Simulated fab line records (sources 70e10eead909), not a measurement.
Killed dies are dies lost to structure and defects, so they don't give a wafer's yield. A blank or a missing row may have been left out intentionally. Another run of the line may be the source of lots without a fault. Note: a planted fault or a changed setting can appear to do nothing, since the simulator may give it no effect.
Which of the tools did it? + flow nand_harc + Sampling: 13 lots, 39 wafers, 5 of 1159 route steps

## WHAT THE GAUGES READ, wafer by wafer
NHARC_THIN_TSV_CD_MEAS_33: the cd target is 5000 nm. Usual: cd_nm reads 4999.5 nm (standard deviation 1.5).
| lot  | measured     | on        | cd_nm (nm)           | flag |
|------|--------------|-----------|----------------------|------|
| L278 | day 18 22:30 | cd_sem-01 | 5000.5 4999.0 4999.4 |      |
| L277 | day 19 00:52 | cd_sem-03 | 4998.1 4997.5 4998.1 |      |
| L276 | day 19 04:52 | cd_sem-02 | 4998.1 4999.8 4999.8 |      |
| L281 | day 19 07:01 | cd_sem-01 | 4998.1 4999.7 4999.1 |      |
| L282 | day 19 18:32 | cd_sem-02 | 4999.1 4998.8 4999.4 |      |
| L279 | day 19 19:31 | cd_sem-01 | 5001.7 5002.8 5001.3 |      |
| L283 | day 20 10:17 | cd_sem-03 | 5000.3 5000.2 5000.4 |      |
| L287 | day 22 03:15 | cd_sem-03 | 5001.6 5000.3        |      |
| L288 | day 22 02:22 | cd_sem-02 | 5002.4 5000.8 5000.2 |      |
| L293 | day 23 01:34 | cd_sem-02 | 4998.4 4998.8 4998.4 |      |
| L292 | day 23 04:01 | cd_sem-03 | 4999.4               |      |
| L296 | day 23 19:43 | cd_sem-02 | 4998.5 4998.2 4999.2 |      |
| L299 | day 24 17:53 | cd_sem-02 | 4998.6 4998.2 4996.7 |      |

NHARC_END_SORT_01. Usual: defect_limited_yield 95.8 %, standard deviation 1.2; killed_at_array 24, standard deviation 7.4; killed_at_other 0.5, standard deviation 0.81; killed_at_periphery 3.4, standard deviation 2.3; killed_dies 28, standard deviation 8; killed_open 3.4, standard deviation 1.8; killed_short 2.0, standard deviation 1.4; sort_bin_2_pct 1.3 %, standard deviation 0.54; sort_bin_3_pct 0.23 %, standard deviation 0.2; sort_bin_4_pct 2.7 %, standard deviation 0.77; sort_n_pass 649, standard deviation 8; sort_rim_yield_pct 94.2 %, standard deviation 2.7; sort_yield_pct 95.8 %, standard deviation 1.2.
| lot  | measured     | on        | defect_limited_yield (%) | killed_at_array | killed_at_other | killed_at_periphery | killed_dies | killed_open | killed_short | sort_bin_2_pct (%) | sort_bin_3_pct (%) | sort_bin_4_pct (%) | sort_n_pass | sort_rim_yield_pct (%) | sort_yield_pct (%) | flag |
|------|--------------|-----------|--------------------------|-----------------|-----------------|---------------------|-------------|-------------|--------------|--------------------|--------------------|--------------------|-------------|------------------------|--------------------|------|
| L276 | day 19 18:47 | prober-01 | 96.5 97.2 96.8           | 19 10 20        | 2 4 2           | 3 5 0               | 24 19 22    | 5 8 5       | 0 2 2        | 0.9 0.7 0.7        | 0.15 0 0           | 2.5 2.1 2.5        | 653 658 655 | 94.3 95.3 98.1         | 96.5 97.2 96.8     |      |
| L287 | day 22 20:52 | prober-02 | 97.6 0 96.9              | 15 676 20       | 1 0 0           | 0 1 1               | 16 677 21   | 3 2 0       | 1 2 2        | 0.9 98.2 0.4       | 0.15 0 0.44        | 1.3 1.8 2.2        | 661 0 656   | 93.4 0 94.3            | 97.6 0 96.9        | OFF  |
| L288 | day 22 16:16 | prober-02 | 96.3                     | 20              | 2               | 3                   | 25          | 5           | 4            | 1.3                | 0.30               | 2.1                | 652         | 96.2                   | 96.3               |      |
| L292 | day 23 10:20 | prober-02 | 0 0 95.0                 | 672 672 27      | 0 0 1           | 5 5 6               | 677 677 34  | 5 1 4       | 1 3 3        | 96.8 96.0 1.5      | 0.15 0.44 0.44     | 3.1 3.5 3.1        | 0 0 643     | 0 0 95.3               | 0 0 95.0           | OFF  |

## WHICH TOOL RAN EACH LOT (tool, then ch and the chambers of the sampled wafers, then the start)
| lot  | NHARC_A_BONDPAD_ECD_18         | NHARC_THIN_TSV_ETCH_15           | NHARC_THIN_TSV_PRE_CLEAN_50             |
|------|--------------------------------|----------------------------------|-----------------------------------------|
| L278 | ecd_cu-01 ch 0,1, day 18 04:21 | rie_si-06 ch 1,2,3, day 18 17:25 | pvd_sputter-03, day 18 22:30 or earlier |
| L277 | ecd_cu-01 ch 0,1, day 18 04:47 | rie_si-03 ch 0,1,3, day 18 19:44 | pvd_sputter-01, day 19 00:52 or earlier |
| L276 | ecd_cu-01 ch 0,1, day 18 07:26 | rie_si-06 ch 0,1,3, day 18 23:37 | pvd_sputter-03, day 19 04:52 or earlier |
| L281 | ecd_cu-01 ch 0,1, day 18 10:22 | rie_si-03 ch 1,2,3, day 19 01:34 | pvd_sputter-03, day 19 07:01 or earlier |
| L282 | ecd_cu-02 ch 0,1, day 18 21:21 | rie_si-06 ch 0,1,2, day 19 13:19 | pvd_sputter-02, day 19 18:32 or earlier |
| L279 | ecd_cu-02 ch 0,1, day 19 01:42 | rie_si-03 ch 0,3, day 19 14:17   | pvd_sputter-02, day 19 19:31 or earlier |
| L283 | ecd_cu-02 ch 0,1, day 19 11:23 | rie_si-03 ch 0,2,3, day 20 04:35 | pvd_sputter-01, day 20 10:17 or earlier |
| L287 | ecd_cu-02 ch 0,1, day 21 02:57 | rie_si-03 ch 2,3, day 21 22:16   | pvd_sputter-02, day 22 03:15 or earlier |
| L288 | ecd_cu-01 ch 0, day 21 03:19   | rie_si-02 ch 1,2,3, day 21 21:05 | pvd_sputter-03, day 22 02:22 or earlier |
| L293 | ecd_cu-01 ch 0,1, day 22 00:46 | rie_si-03 ch 1,2, day 22 20:35   | pvd_sputter-01, day 23 01:34 or earlier |
| L292 | ecd_cu-02 ch 0,1, day 22 02:20 | rie_si-06 ch 3, day 22 22:41     | pvd_sputter-01, day 23 04:01 or earlier |
| L296 | ecd_cu-01 ch 1, day 22 22:20   | rie_si-02 ch 0,1,2, day 23 13:52 | pvd_sputter-03, day 23 19:43 or earlier |
| L299 | ecd_cu-01 ch 0, day 24 00:14   | rie_si-02 ch 1,2,3, day 24 12:47 | pvd_sputter-03, day 24 17:53 or earlier |
- NHARC_A_BONDPAD_ECD_18: material Cu, target thk 400 nm.
- NHARC_THIN_TSV_ETCH_15: target depth 3000 nm, bosch target overetch cycles 2, bosch etch step 2.8 s.
- NHARC_THIN_TSV_PRE_CLEAN_50: time 30 s.

## AS READ BY THE TOOLS THEMSELVES (means over the sampled wafers that have a number; for cases with no such wafer, the mark the record gives instead)
NHARC_THIN_TSV_ETCH_15. Usual: drypump_motor_current_A reads 5.7 A (standard deviation 0.52).
| lot  | tool      | drypump_motor_current_A (A) | flag |
|------|-----------|-----------------------------|------|
| L278 | rie_si-06 | 5.9                         |      |
| L277 | rie_si-03 | 5.7                         |      |
| L276 | rie_si-06 | 6.1                         |      |
| L281 | rie_si-03 | 5.4                         |      |
| L282 | rie_si-06 | 5.7                         |      |
| L279 | rie_si-03 | 5.7                         |      |
| L283 | rie_si-03 | 5.4                         |      |
| L287 | rie_si-03 | 5.0                         |      |
| L288 | rie_si-02 | 6.0                         |      |
| L293 | rie_si-03 | 5.5                         |      |
| L292 | rie_si-06 | 6.1                         |      |
| L296 | rie_si-02 | 6.0                         |      |
| L299 | rie_si-02 | 6.0                         |      |

NHARC_THIN_TSV_PRE_CLEAN_50. Usual: heater_power_w reads 408 W (standard deviation 45).
| lot  | tool           | heater_power_w (W) | flag |
|------|----------------|--------------------|------|
| L278 | pvd_sputter-03 | 387                |      |
| L277 | pvd_sputter-01 | 379                |      |
| L276 | pvd_sputter-03 | 392                |      |
| L281 | pvd_sputter-03 | 431                |      |
| L282 | pvd_sputter-02 | 374                |      |
| L279 | pvd_sputter-02 | 384                |      |
| L283 | pvd_sputter-01 | 390                |      |
| L287 | pvd_sputter-02 | 376                |      |
| L288 | pvd_sputter-03 | 434                |      |
| L293 | pvd_sputter-01 | 377                |      |
| L292 | pvd_sputter-01 | 479                |      |
| L296 | pvd_sputter-03 | 418                |      |
| L299 | pvd_sputter-03 | 393                |      |

## THE ANSWER, worked out from the rows above alone
Rule: a lot is off if the mean of its wafers that have a number lies more than 3 standard deviations from the usual mean. Also off: a lot with no number at a reading for which 4 or more lots have one. Where the step has rows for the other lots, those lots are counted as sound. First the gauges in route order, then the tools' own readings, where a lot's mean is used as printed above. At the first step where some lot is off, the reading lying furthest off is the one used; lots without a number count as furthest.
Off: L287, L292, at NHARC_END_SORT_01 (sort_bin_2_pct). Neither off nor sound, because the step has no rows for them: L278, L277, L281, L282, L279, L283, L293, L296, L299.
A tool fits if, at a process step before that reading, it ran every lot that is off, and no sound lot after the first of them. Those tools and the gauges at NHARC_END_SORT_01 are tried in the same way. With no start given for some of its lots, NHARC_THIN_TSV_PRE_CLEAN_50 uses the hours and lot order of NHARC_THIN_TSV_CD_MEAS_33. 2 tools fit, ecd_cu-02 at NHARC_A_BONDPAD_ECD_18 and prober-02 at NHARC_END_SORT_01, so this cannot tell which one it is.

## WHAT WAS PUT IN BY THE SIMULATOR
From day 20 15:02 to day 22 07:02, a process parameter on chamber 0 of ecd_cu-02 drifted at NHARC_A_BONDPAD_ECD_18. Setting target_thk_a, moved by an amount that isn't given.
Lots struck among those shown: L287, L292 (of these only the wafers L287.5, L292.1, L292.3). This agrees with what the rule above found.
